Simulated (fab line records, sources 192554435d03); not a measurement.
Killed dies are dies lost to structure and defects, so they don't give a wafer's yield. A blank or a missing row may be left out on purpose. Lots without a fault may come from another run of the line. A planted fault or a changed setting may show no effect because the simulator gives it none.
Chamber matching | flow n5_finfet | N5_BEOL_M5_STRIP_19 on rie_diel-01: 4 sister chambers
The step strips in O2. 4 wafers are shown with their chamber, then 10 later ones without.

WAFERS WITH THEIR CHAMBER
wafer  | chamber | drypump_motor_current_A (A)
L089.2 | 2       | 6.0
L089.6 | 1       | 6.5
L090.1 | 3       | 5.0
L090.2 | 0       | 6.0

WAFERS WITHOUT THEIR CHAMBER
wafer  | drypump_motor_current_A (A)
L090.3 | 6.0
L091.2 | 6.5
L091.4 | 5.0
L091.5 | 5.9
L095.2 | 6.0
L095.3 | 5.0
L095.5 | 6.5
L096.2 | 6.0
L096.4 | 6.5
L096.6 | 6.0

WHICH CHAMBER EACH WENT THROUGH
wafer  | from the rows above     | in truth
L090.3 | can't be placed: 0 or 2 | 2
L091.2 | 1                       | 1
L091.4 | 3                       | 3
L091.5 | can't be placed: 0 or 2 | 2
L095.2 | can't be placed: 0 or 2 | 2
L095.3 | 3                       | 3
L095.5 | 1                       | 1
L096.2 | can't be placed: 0 or 2 | 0
L096.4 | 1                       | 1
L096.6 | can't be placed: 0 or 2 | 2
Placed correctly: 5 of 10. Can't be placed from these rows: 5 (the true chamber is among the candidates in 5). Placed wrongly: 0.
How it was worked out, from the rows above alone: a wafer's distance from a chamber is the root of the sum, over the readings, of the square of ((its reading less the chamber's mean) divided by the reading's scatter). The wafer belongs to the nearest chamber; if the next one is less than 2 further off, it can't be placed. A chamber's mean is the mean of its shown wafers. The scatter: with one shown wafer a chamber, the root of the mean of the squares of how far each hidden wafer lies from its nearest shown one.
